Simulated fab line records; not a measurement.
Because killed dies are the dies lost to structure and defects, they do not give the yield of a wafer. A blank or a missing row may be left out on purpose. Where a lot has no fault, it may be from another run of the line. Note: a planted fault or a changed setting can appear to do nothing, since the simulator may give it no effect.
Which tool did it?    flow n5_finfet    Sampling: 24 lots, 72 wafers, 6 of 1938 route steps

WHAT THE GAUGES READ, wafer by wafer
N5_BEOL_M12_INSPECT_55: inspects for defects (darkfield).
lot   measured      on                 raw_defect_count
L074  day 11 21:43  defect_inspect-01  70 42 63
L075  day 11 22:10  defect_inspect-02  86 81 75
L076  day 12 14:55  defect_inspect-01  56 51 60
L077  day 12 15:11  defect_inspect-01  82 86 73
L078  day 12 15:40  defect_inspect-02  39 66 63
L081  day 12 22:20  defect_inspect-01  44 52 67
L082  day 13 07:16  defect_inspect-01  45 45 75
L080  day 13 17:14  defect_inspect-02  37 44 36
L079  day 13 17:30  defect_inspect-02  77 84 60
L084  day 13 18:22  defect_inspect-02  87 80 117
L083  day 14 00:47  defect_inspect-01  39 45 44
L086  day 14 04:50  defect_inspect-01  67 83 63
L085  day 14 09:53  defect_inspect-01  68 75 58
L090  day 14 21:33  defect_inspect-01  118 76 78
L087  day 15 03:26  defect_inspect-01  89 91 89
L088  day 15 09:02  defect_inspect-02  54 41 66
L089  day 15 11:53  defect_inspect-02  47 51 38
L092  day 15 20:49  defect_inspect-01  110 71 70
L091  day 16 02:30  defect_inspect-02  56 104 44
L093  day 16 06:50  defect_inspect-02  39 42 48
L094  day 16 12:58  defect_inspect-01  59 43 58
L095  day 17 01:23  defect_inspect-01  42 42 46
L096  day 17 05:49  defect_inspect-01  38 55 45
L097  day 17 11:29  defect_inspect-02  61 53 27

N5_BEOL_M13_THK_MEAS_01.
lot   measured      on             M13_ILD_THK (nm)
L074  day 11 21:54  film_metro-01  838 838 843
L075  day 11 22:21  film_metro-01  829 842 853
L076  day 12 15:07  film_metro-02  830 826 840
L077  day 12 15:23  film_metro-02  838 838 844
L078  day 12 15:52  film_metro-02  850 849 854
L081  day 12 22:35  film_metro-01  830 847 852
L082  day 13 07:28  film_metro-01  815 842 828
L080  day 13 17:29  film_metro-01  834 850 832
L079  day 13 17:41  film_metro-02  823 828 835
L084  day 13 18:33  film_metro-01  829 839 832
L083  day 14 00:58  film_metro-02  844 825 847
L086  day 14 05:02  film_metro-01  827 835 832
L085  day 14 10:05  film_metro-02  842 833 857
L090  day 14 21:44  film_metro-02  829 842 853
L087  day 15 03:41  film_metro-01  815 841 843
L088  day 15 09:13  film_metro-01  838 843 844
L089  day 15 12:04  film_metro-01  828 829 839
L092  day 15 21:01  film_metro-01  857 857 858
L091  day 16 02:41  film_metro-01  826 852 847
L093  day 16 07:05  film_metro-01  838 844 838
L094  day 16 13:09  film_metro-01  845 856 857
L095  day 17 01:34  film_metro-01  835 845 846
L096  day 17 06:00  film_metro-01  839 840 854
L097  day 17 11:41  film_metro-02  854 855 847

N5_BEOL_M13_INSPECT_30: inspects for defects (macro).
lot   measured      on                 raw_defect_count
L074  day 11 23:43  defect_inspect-02  1 3 4
L075  day 11 23:44  defect_inspect-01  2 3 1
L076  day 12 16:40  defect_inspect-02  2 2 2
L077  day 12 16:54  defect_inspect-01  0 4 2
L078  day 12 17:17  defect_inspect-01  2 4 1
L081  day 13 00:11  defect_inspect-01  1 0 4
L082  day 13 08:55  defect_inspect-01  1 2 5
L080  day 13 18:47  defect_inspect-01  1 2 0
L079  day 13 19:14  defect_inspect-02  4 0 2
L084  day 13 20:02  defect_inspect-01  1 1 5
L083  day 14 02:24  defect_inspect-01  3 4 2
L086  day 14 06:27  defect_inspect-01  4 3 5
L085  day 14 11:31  defect_inspect-01  2 1 2
L090  day 14 23:20  defect_inspect-02  0 1 2
L087  day 15 05:37  defect_inspect-01  1 2 3
L088  day 15 10:33  defect_inspect-02  2 1 1
L089  day 15 13:22  defect_inspect-01  3 2 1
L092  day 15 22:26  defect_inspect-01  1 2 2
L091  day 16 04:07  defect_inspect-01  2 1 2
L093  day 16 08:33  defect_inspect-02  1 3 1
L094  day 16 14:35  defect_inspect-02  3 2 0
L095  day 17 02:52  defect_inspect-01  2 3 0
L096  day 17 07:19  defect_inspect-01  1 2 1
L097  day 17 13:15  defect_inspect-01  2 2 3

N5_BEOL_M13_THK_MEAS_50: measures by xrf.
lot   measured      on             M13_THK (nm)
L074  day 12 04:50  film_metro-02  426 428 419
L075  day 12 05:08  film_metro-01  411 412 409
L076  day 12 21:28  film_metro-01  423 414 418
L077  day 12 21:38  film_metro-01  416 421 419
L078  day 12 21:44  film_metro-02  430 420 430
L081  day 13 07:22  film_metro-02  429 427 426
L082  day 13 12:36  film_metro-02  435 442 429
L080  day 13 21:20  film_metro-02  411 423 419
L079  day 14 01:34  film_metro-01  420 411 420
L084  day 14 01:42  film_metro-02  426 411 419
L083  day 14 05:50  film_metro-02  422 434 414
L086  day 14 10:05  film_metro-01  425 421 423
L085  day 14 21:40  film_metro-02  419 425 426
L090  day 15 02:50  film_metro-02  416 426 414
L087  day 15 08:28  film_metro-02  415 434 416
L088  day 15 15:28  film_metro-01  422 417 415
L089  day 15 16:08  film_metro-02  415 421 417
L092  day 16 07:25  film_metro-01  415 422 422
L091  day 16 10:41  film_metro-02  420 419 439
L093  day 16 11:01  film_metro-01  422 419 423
L094  day 16 17:11  film_metro-01  416 425 417
L095  day 17 11:22  film_metro-02  414 418 422
L096  day 17 11:04  film_metro-02  430 432 427
L097  day 17 16:07  film_metro-01  431 414 419

WHICH TOOL RAN EACH LOT (tool, then ch and the chambers of the sampled wafers, then the start)
lot   N5_BEOL_M13_ETCH_67                 N5_BEOL_M13_ETCH_38
L074  rie_diel-04 ch 0,3, day 11 23:48    rie_diel-03 ch 0,1,2, day 12 03:22
L075  rie_diel-06 ch 1,3, day 11 23:51    rie_diel-06 ch 2,3, day 12 03:40
L076  rie_diel-03 ch 2,3, day 12 16:44    rie_diel-06 ch 2,3, day 12 19:59
L077  rie_diel-06 ch 0,1, day 12 16:58    rie_diel-06 ch 0,3, day 12 20:05
L078  rie_diel-03 ch 1,3, day 12 17:31    rie_diel-04 ch 0,1,2, day 12 20:23
L081  rie_diel-06 ch 0,2,3, day 13 00:17  rie_diel-03 ch 0,1,3, day 13 05:41
L082  rie_diel-03 ch 0,2,3, day 13 09:01  rie_diel-04 ch 0,1,2, day 13 09:56
L080  rie_diel-04 ch 0,1,3, day 13 18:52  rie_diel-04 ch 0,3, day 13 19:58
L079  rie_diel-04 ch 0,1, day 13 19:27    rie_diel-06 ch 0,1,3, day 13 23:58
L084  rie_diel-04 ch 0,1, day 13 20:08    rie_diel-06 ch 0,1,2, day 14 00:07
L083  rie_diel-04 ch 0,1,2, day 14 02:28  rie_diel-03 ch 0,2,3, day 14 04:11
L086  rie_diel-03 ch 0,2, day 14 06:37    rie_diel-03 ch 0,2, day 14 08:28
L085  rie_diel-04 ch 0,1, day 14 11:35    rie_diel-06 ch 0,1,2, day 14 19:46
L090  rie_diel-04 ch 0,1, day 14 23:24    rie_diel-03 ch 0,1,3, day 15 01:14
L087  rie_diel-03 ch 0,1, day 15 05:41    rie_diel-06 ch 1,2, day 15 06:53
L088  rie_diel-06 ch 0,1,2, day 15 10:37  rie_diel-04 ch 0,2, day 15 13:47
L089  rie_diel-06 ch 0,2, day 15 13:26    rie_diel-03 ch 0,1,2, day 15 14:06
L092  rie_diel-04 ch 0,1,3, day 15 22:30  rie_diel-06 ch 0,1,2, day 16 06:10
L091  rie_diel-04 ch 0,1,2, day 16 04:11  rie_diel-04 ch 1,2,3, day 16 09:23
L093  rie_diel-04 ch 1,3, day 16 08:37    rie_diel-06 ch 0,2, day 16 09:23
L094  rie_diel-06 ch 0,1,2, day 16 14:39  rie_diel-03 ch 0,1,3, day 16 15:29
L095  rie_diel-06 ch 1,2, day 17 02:56    rie_diel-04 ch 0,1,3, day 17 09:17
L096  rie_diel-03 ch 0,1,2, day 17 07:23  rie_diel-03 ch 0,1,2, day 17 09:01
L097  rie_diel-04 ch 0,2,3, day 17 13:19  rie_diel-06 ch 0,1, day 17 14:35
- N5_BEOL_M13_ETCH_67: etches SiARC in CF4, target depth 143 nm, time 238.3 s.
- N5_BEOL_M13_ETCH_38: etches SiCN in CF4/N2, target depth 67.5 nm, time 71.9 s.

WHAT THE TOOLS THEMSELVES READ (means of the sampled wafers that have a number; where no wafer has one, the mark that the record gives instead)
N5_BEOL_M13_ETCH_67.
lot   tool         drypump_motor_current_A (A)  etch_rf_on_time_s (s)  oes_product_au (a.u.)  rf_vpp_V (V)  showerhead_plenum_p_Torr (Torr)  throttle_valve_pct (%)
L074  rie_diel-04  5.6                          244                    0.64                   185.2         2.19                             15.71
L075  rie_diel-06  5.8                          249                    0.59                   183.0         2.07                             15.86
L076  rie_diel-03  6.1                          242                    0.73                   184.1         2.14                             15.25
L077  rie_diel-06  5.4                          242                    0.60                   184.7         2.13                             16.00
L078  rie_diel-03  6.1                          248                    0.69                   184.4         2.18                             15.38
L081  rie_diel-06  5.6                          241                    0.61                   184.1         2.07                             15.90
L082  rie_diel-03  6.1                          238                    0.74                   184.1         2.15                             15.40
L080  rie_diel-04  5.9                          246                    0.63                   184.8         2.19                             15.64
L079  rie_diel-04  6.2                          246                    0.66                   184.1         2.18                             15.40
L084  rie_diel-04  6.2                          247                    0.66                   184.4         2.18                             15.40
L083  rie_diel-04  6.3                          241                    0.69                   185.5         2.18                             15.48
L086  rie_diel-03  5.9                          233                    0.71                   183.3         2.11                             15.52
L085  rie_diel-04  6.2                          247                    0.66                   185.3         2.18                             15.42
L090  rie_diel-04  6.2                          246                    0.63                   184.2         2.20                             15.56
L087  rie_diel-03  5.9                          247                    0.63                   184.2         2.19                             15.79
L088  rie_diel-06  5.4                          244                    0.61                   183.6         2.10                             15.85
L089  rie_diel-06  5.4                          236                    0.61                   183.5         2.10                             15.99
L092  rie_diel-04  5.9                          243                    0.63                   185.0         2.18                             15.68
L091  rie_diel-04  6.3                          240                    0.68                   185.2         2.18                             15.51
L093  rie_diel-04  6.0                          244                    0.59                   185.1         2.20                             15.84
L094  rie_diel-06  5.4                          241                    0.61                   183.8         2.10                             15.86
L095  rie_diel-06  5.3                          248                    0.60                   183.2         2.11                             15.72
L096  rie_diel-03  5.8                          236                    0.73                   183.8         2.15                             15.53
L097  rie_diel-04  5.9                          241                    0.67                   184.6         2.17                             15.62

N5_BEOL_M13_ETCH_38.
lot   tool         drypump_motor_current_A (A)  oes_product_au (a.u.)  rf_vpp_V (V)  showerhead_plenum_p_Torr (Torr)  throttle_valve_pct (%)
L074  rie_diel-03  5.9                          0.81                   383.0         2.22                             15.44
L075  rie_diel-06  5.6                          0.76                   381.0         2.12                             15.55
L076  rie_diel-06  5.8                          0.72                   379.5         2.10                             15.67
L077  rie_diel-06  5.8                          0.69                   380.2         2.12                             15.85
L078  rie_diel-04  6.3                          0.83                   384.5         2.26                             15.30
L081  rie_diel-03  6.1                          0.82                   383.9         2.25                             15.34
L082  rie_diel-04  6.2                          0.82                   384.5         2.25                             15.32
L080  rie_diel-04  5.6                          0.73                   383.0         2.25                             15.59
L079  rie_diel-06  5.5                          0.69                   381.7         2.15                             15.78
L084  rie_diel-06  5.4                          0.72                   380.8         2.17                             15.64
L083  rie_diel-03  6.1                          0.85                   382.2         2.21                             15.24
L086  rie_diel-03  6.0                          0.88                   382.5         2.22                             15.36
L085  rie_diel-06  5.4                          0.72                   381.0         2.16                             15.67
L090  rie_diel-03  6.1                          0.80                   383.4         2.25                             15.38
L087  rie_diel-06  5.4                          0.74                   382.2         2.15                             15.49
L088  rie_diel-04  6.3                          0.87                   383.3         2.23                             15.28
L089  rie_diel-03  5.9                          0.77                   382.5         2.21                             15.50
L092  rie_diel-06  5.4                          0.71                   381.5         2.16                             15.68
L091  rie_diel-04  6.0                          0.76                   384.1         2.26                             15.61
L093  rie_diel-06  5.5                          0.73                   381.1         2.14                             15.65
L094  rie_diel-03  6.1                          0.88                   383.0         2.24                             15.22
L095  rie_diel-04  5.9                          0.72                   383.5         2.25                             15.53
L096  rie_diel-03  5.9                          0.85                   382.5         2.21                             15.36
L097  rie_diel-06  5.4                          0.92                   380.9         2.18                             15.52

THE ANSWER, worked out from the rows above alone
Rule: what is usual is taken from the lots themselves. The widest of any qualifying gaps counts: lots, ordered by their means at a reading, are off when they make up no more than a third of the lots, leave a main group of 4 or more, and stand apart from it by 3 or more times the standard deviation of that group's means. The tables above print the reading to a certain number of digits; a main group whose means all agree to those digits is not used. A lot without any number at a reading at which 4 lots or more have one is off too. Any other lot the step has rows for is counted as sound. Order of review: gauges by route order, followed by the tools' own readings, for which a lot's mean as printed above is used. At the first step where some lot is off, the reading lying furthest off is the one used; lots without a number count as furthest.
None of the lots is off at any reading shown; this tells nothing.

WHAT HAD BEEN PUT IN BY THE SIMULATOR
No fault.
